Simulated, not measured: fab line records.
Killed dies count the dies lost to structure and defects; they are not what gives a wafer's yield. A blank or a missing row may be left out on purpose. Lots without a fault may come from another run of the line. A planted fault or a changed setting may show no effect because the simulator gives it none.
Matching of chambers / flow nand harc / NHARC_A_CHANNEL_FILL_D2_ALD_02 on ald hk-03: 4 sister chambers
The step deposits SiO2, target thk 6 nm, pulse time 10 s, ald cycles 60. 4 wafers are shown with their chamber, then 7 later ones without.

## WAFERS, EACH WITH ITS CHAMBER
wafer=L084.1; chamber=1; heater power w (W)=462
wafer=L084.5; chamber=2; heater power w (W)=497
wafer=L089.2; chamber=0; heater power w (W)=503
wafer=L089.5; chamber=3; heater power w (W)=454

## WAFERS WITH NO CHAMBER GIVEN
wafer=L089.6; heater power w (W)=484
wafer=L088.1; heater power w (W)=462
wafer=L088.2; heater power w (W)=463
wafer=L088.6; heater power w (W)=492
wafer=L090.2; heater power w (W)=502
wafer=L090.5; heater power w (W)=502
wafer=L090.6; heater power w (W)=467

## CHAMBER TAKEN BY EACH
wafer=L089.6; from the rows above=can't be placed: 2 or 0 or 1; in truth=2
wafer=L088.1; from the rows above=can't be placed: 1 or 3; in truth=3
wafer=L088.2; from the rows above=can't be placed: 1 or 3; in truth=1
wafer=L088.6; from the rows above=can't be placed: 2 or 0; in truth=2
wafer=L090.2; from the rows above=can't be placed: 0 or 2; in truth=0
wafer=L090.5; from the rows above=can't be placed: 0 or 2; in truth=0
wafer=L090.6; from the rows above=can't be placed: 1 or 3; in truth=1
Correct placement for 0 of the 7. These rows do not allow placing 7 (true chamber among the candidates in 7). Placed wrongly: 0.
How it was worked out, from the rows above alone: a wafer's distance from a chamber is the root of the sum, over the readings, of the square of ((its reading less the chamber's mean) divided by the reading's scatter). The wafer belongs to the nearest chamber; if the next one is less than 2 further off, it can't be placed. Each chamber's mean is taken over the wafers shown for it. The scatter (one wafer shown for each chamber): square how far every hidden wafer sits from the nearest shown wafer, average those squares and take the square root.
